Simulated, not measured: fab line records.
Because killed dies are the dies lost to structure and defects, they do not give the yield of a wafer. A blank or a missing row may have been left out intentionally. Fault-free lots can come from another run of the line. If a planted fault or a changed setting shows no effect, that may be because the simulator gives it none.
A struck lot beside a sound one / flow nand-harc / 42 out of 1159 route steps
Sound: these wafers, L350.1, L350.4, L350.6. Struck: wafer L365.3 (L365.1, L365.4, from the same lot, were not struck and are left out); the cause is given at the end.
At each step with rows: each side's tool, then ch and its chambers, then its first start. Under that, the readings that differ: sound wafers / struck wafers / difference of the means / sigmas: that difference in standard deviations of wafers without a fault.
alike: a reading whose means differ by less than 2 such deviations, as well as words and numbers matching on both sides. not compared: withheld readings; readings where some wafer has no value; bounds like >300 that might hide an equal value; numbers whose values overlap and for which the record gives no deviation.
Wherever a step has rows on one side only, a row that says differs or no value, or a row with sigmas, the two part there. Numbers that have no deviation but don't overlap get no sigmas and don't part them. A reading missing from all wafers of one side parts the sides only when that side holds two or more wafers.

NHARC_A_CONTACT_ETCH_119: etches the open film in C4F8/O2/Ar, time 94 s, target depth 922 nm.
  sound on har-cap-etch-03 ch 0,1, day 16 20:32; struck on har-cap-etch-03 ch 0, day 20 04:05
  alike: oes-air-line-au
  not compared: rf-hours-counter-h
NHARC_A_CONTACT_ETCH_120: etches the open film in C4F8/O2/Ar, time 94 s, target depth 922 nm.
  sound on har-cap-etch-03 ch 0,1, day 16 20:38; struck on har-cap-etch-03 ch 0, day 20 04:12
reading=oes-air-line-au (a.u.); sound=1.001 0.992 0.988; struck=1.044; difference=+0.050; sigmas=+2
  not compared: rf-hours-counter-h
then, 4 steps without rows for these wafers: NHARC_A_CONTACT_ETCH_121 (etches the open film in C4F8/O2/Ar, time 94 s, target depth 922 nm); NHARC_A_CONTACT_ETCH_122 (etches the open film in C4F8/O2/Ar, time 95 s, target depth 930 nm); NHARC_A_CONTACT_ETCH_123 (etches the open film in C4F8/O2/Ar, time 253 s, target depth 1090 nm); NHARC_A_CONTACT_ETCH_90 (etches the open film in CH3F/O2, target depth 40 nm, time 85.7 s).
NHARC_A_CONTACT_ETCH_96: etches the open film in C4F6/O2, target depth 20 nm, time 10 s.
  sound: rie-diel-01 ch 0,2,3; struck: rie-diel-04 ch 2
reading=rf-vpp-V (V); sound=549 543 544; struck=553; difference=+8; sigmas=+2
reading=showerhead-plenum-p-Torr (Torr); sound=4.08 3.70 3.71; struck=4.19; difference=+0.36; sigmas=+2
  alike: drypump-motor-current-A, oes-product-au, throttle-valve-pct
  not compared: rf-hours-counter-h
NHARC_A_CONTACT_CD_MEAS_53:
  sound on cd-sem-02 at day 16 21:45; struck on cd-sem-01 at day 20 05:35
  alike: cd-nm
then, 4 steps without rows for these wafers: NHARC_A_CONTACT_STRIP_99 (strips in N2/H2); NHARC_A_CONTACT_STRIP_100 (strips in CF4/CHF3); NHARC_A_CONTACT_STRIP_101 (strips in O2/COS); NHARC_A_CONTACT_ETCH_102 (etches the open film in CF4/O2, target depth 70 nm, overetch 7 nm, time 38.5 s).
NHARC_A_CONTACT_STRIP_55: strips in O2.
  sound on rie-diel-01 ch 0,2, day 16 22:09; struck on rie-diel-01 ch 2, day 20 06:32
  alike: drypump-motor-current-A, oes-product-au, rf-vpp-V, showerhead-plenum-p-Torr, throttle-valve-pct
  not compared: rf-hours-counter-h
then, 13 steps without rows for these wafers: NHARC_A_CONTACT_STRIP_56 (strips in post etch residue remover, time 600 s); NHARC_A_CONTACT_DEP_57 (deposits aC, target thk 2800 nm); NHARC_A_CONTACT_DEP_58 (deposits SiON, target thk 60 nm); NHARC_A_CONTACT_DEHYDRATE_59 (time 120 s); NHARC_A_CONTACT_HMDS_60 (time 30 s); NHARC_A_CONTACT_COAT_61 (time 75 s); NHARC_A_CONTACT_COAT_62 (time 65 s); NHARC_A_CONTACT_COAT_63 (resist thk 90 nm); NHARC_A_CONTACT_SOFTBAKE_64 (time 55 s); NHARC_A_CONTACT_EBR_65; NHARC_A_CONTACT_EXPOSE_66 (exposes mask A CC 2); NHARC_A_CONTACT_PEB_67 (peb time 65 s); NHARC_A_CONTACT_DEVELOP_68 (develop time 35 s).
NHARC_A_CONTACT_CD_MEAS_69 targets a cd of 200 nm.
  sound on cd-sem-03 ch 0, day 17 01:31; struck on cd-sem-02 ch 0, day 20 10:44
  alike: cd-nm
NHARC_A_CONTACT_OVL_MEAS_70:
  sound on overlay-02 at day 17 01:37; struck on overlay-01 at day 20 10:50
  alike: overlay-x-nm, overlay-y-nm
then, 8 steps without rows for these wafers: NHARC_A_CONTACT_DESCUM_74 (chemistry O2, time 3 s); NHARC_A_CONTACT_ETCH_75 (etches the open film in CF4, target depth 39 nm, time 65 s); NHARC_A_CONTACT_ETCH_76 (etches the open film in N2/H2, target depth 260 nm, time 475.3 s); NHARC_A_CONTACT_ETCH_77 (etches the open film in CF4/CHF3, target depth 72.6 nm, time 36.3 s); NHARC_A_CONTACT_ETCH_78 (etches the open film in O2/COS, target depth 2800 nm, time 728 s); NHARC_A_CONTACT_ETCH_124 (etches the open film in C4F8/O2/Ar, time 140 s, target depth 700 nm); NHARC_A_CONTACT_ETCH_125 (etches the open film in C4F8/O2/Ar, time 155 s, target depth 956 nm); NHARC_A_CONTACT_ETCH_126 (etches the open film in C4F8/O2/Ar, time 155 s, target depth 956 nm).
NHARC_A_CONTACT_ETCH_127: etches the open film in C4F8/O2/Ar, time 155 s, target depth 956 nm.
  sound on har-cap-etch-03 ch 0,1, day 17 03:34; struck on har-cap-etch-01 ch 0, day 20 12:38
  alike: oes-air-line-au
  not compared: rf-hours-counter-h
then, 3 steps without rows for these wafers: NHARC_A_CONTACT_ETCH_128 (etches the open film in C4F8/O2/Ar, time 155 s, target depth 956 nm); NHARC_A_CONTACT_ETCH_129 (etches the open film in C4F8/O2/Ar, time 155 s, target depth 956 nm); NHARC_A_CONTACT_ETCH_130 (etches the open film in C4F8/O2/Ar, time 155 s, target depth 956 nm).
NHARC_A_CONTACT_ETCH_131: etches the open film in C4F8/O2/Ar, time 155 s, target depth 956 nm.
  sound on har-cap-etch-03 ch 0,1, day 17 04:08; struck on har-cap-etch-01 ch 0, day 20 13:12
  alike: oes-air-line-au
  not compared: rf-hours-counter-h
-- the record jumps here: 3 days lie between the struck wafers' starts before and after (it left off in module A_CONTACT and takes up again in module END, whose first step shown is number 1159 of the route) --
NHARC_END_SORT_01:
  sound on prober-02 ch 0, day 20 03:13; struck on prober-02 ch 0, day 23 17:31
reading=killed-at-array; sound=23 20 23; struck=92; difference=+70; sigmas=+8
reading=killed-dies; sound=27 25 26; struck=96; difference=+70; sigmas=+7
  alike: killed-at-other, killed-at-periphery, killed-open, killed-short

== WHERE THEY PART ==
Earliest at NHARC_A_CONTACT_ETCH_120; latest, in this record, at NHARC_END_SORT_01.

WHY: the cause the simulator had injected
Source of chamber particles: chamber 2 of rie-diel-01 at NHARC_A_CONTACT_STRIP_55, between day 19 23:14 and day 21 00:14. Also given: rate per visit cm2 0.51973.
